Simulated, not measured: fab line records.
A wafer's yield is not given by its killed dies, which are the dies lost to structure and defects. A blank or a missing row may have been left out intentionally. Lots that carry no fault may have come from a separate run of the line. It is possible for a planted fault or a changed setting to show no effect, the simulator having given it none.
Matching of chambers ; flow nandHarc ; NHARC_P_M2_ETCH_35 on rieDiel-03: 4 sister chambers
The step etches the open film in N2/H2, target depth 40 nm, overetch 12 nm, time 43.94 s. 4 wafers are shown with their chamber, then 7 later ones without.

## EACH WAFER AND ITS CHAMBER
wafer;chamber;drypumpMotorCurrentA (A)
L409.6;2;6.2
L410.2;1;6.0
L410.5;0;4.8
L421.5;3;5.8

## WAFERS WITHOUT THEIR CHAMBER
wafer;drypumpMotorCurrentA (A)
L421.6;4.7
L422.1;6.0
L422.2;5.8
L422.4;6.0
L423.2;6.2
L423.3;6.0
L423.4;5.7

## THE CHAMBER EACH PASSED THROUGH
wafer;from the rows above;in truth
L421.6;0;0
L422.1;1;1
L422.2;3;3
L422.4;1;1
L423.2;2;2
L423.3;1;1
L423.4;3;3
Correct placement for 7 of the 7. From these rows, 0 cannot be placed. Number placed wrongly: 0.
How it was worked out, from the rows above alone: a wafer's distance from a chamber is the root of the sum, over the readings, of the square of ((its reading less the chamber's mean) divided by the reading's scatter). If the next closest chamber is less than 2 further off than the closest, the wafer can't be placed; otherwise it belongs to the closest. Each chamber's mean is taken over the wafers shown for it. The scatter: with one shown wafer a chamber, the root of the mean of the squares of how far each hidden wafer lies from its nearest shown one.
